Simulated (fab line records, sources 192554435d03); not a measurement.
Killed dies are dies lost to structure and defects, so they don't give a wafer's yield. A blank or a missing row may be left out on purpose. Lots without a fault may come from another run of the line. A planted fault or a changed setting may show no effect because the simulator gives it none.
Chamber matching | flow n5_finfet | N5_HKMG_FIN_ALD_75 on ald_hk-02: 4 sister chambers
The step deposits Al2O3, target thk 1 nm, co reactant pulse time 1 s. 8 wafers are shown with their chamber, then 9 later ones without.

WAFERS WITH THEIR CHAMBER
wafer  | chamber | heater_power_outer_w (W) | heater_power_w (W)
L077.5 | 1       | 73                       | 150
L079.4 | 1       | 73                       | 150
L083.6 | 0       | 77                       | 143
L084.2 | 3       | 84                       | 155
L084.5 | 2       | 79                       | 154
L085.1 | 2       | 78                       | 161
L085.3 | 3       | 85                       | 152
L085.6 | 0       | 77                       | 145

WAFERS WITHOUT THEIR CHAMBER
wafer  | heater_power_outer_w (W) | heater_power_w (W)
L086.2 | 87                       | 153
L086.3 | 77                       | 152
L086.4 | 74                       | 152
L088.3 | 78                       | 152
L088.5 | 85                       | 152
L088.6 | 78                       | 145
L090.1 | 87                       | 153
L090.2 | 73                       | 148
L090.6 | 75                       | 152

WHICH CHAMBER EACH WENT THROUGH
wafer  | from the rows above     | in truth
L086.2 | 3                       | 3
L086.3 | can't be placed: 0 or 2 | 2
L086.4 | 1                       | 1
L088.3 | can't be placed: 2 or 0 | 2
L088.5 | 3                       | 3
L088.6 | 0                       | 0
L090.1 | 3                       | 3
L090.2 | 1                       | 1
L090.6 | can't be placed: 1 or 0 | 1
Placed correctly: 6 of 9. Can't be placed from these rows: 3 (the true chamber is among the candidates in 3). Placed wrongly: 0.
How it was worked out, from the rows above alone: a wafer's distance from a chamber is the root of the sum, over the readings, of the square of ((its reading less the chamber's mean) divided by the reading's scatter). The wafer belongs to the nearest chamber; if the next one is less than 2 further off, it can't be placed. A chamber's mean is the mean of its shown wafers. The scatter: the root of (the sum of the squares of (reading less its chamber's mean) over the shown wafers, divided by (wafers less chambers)).
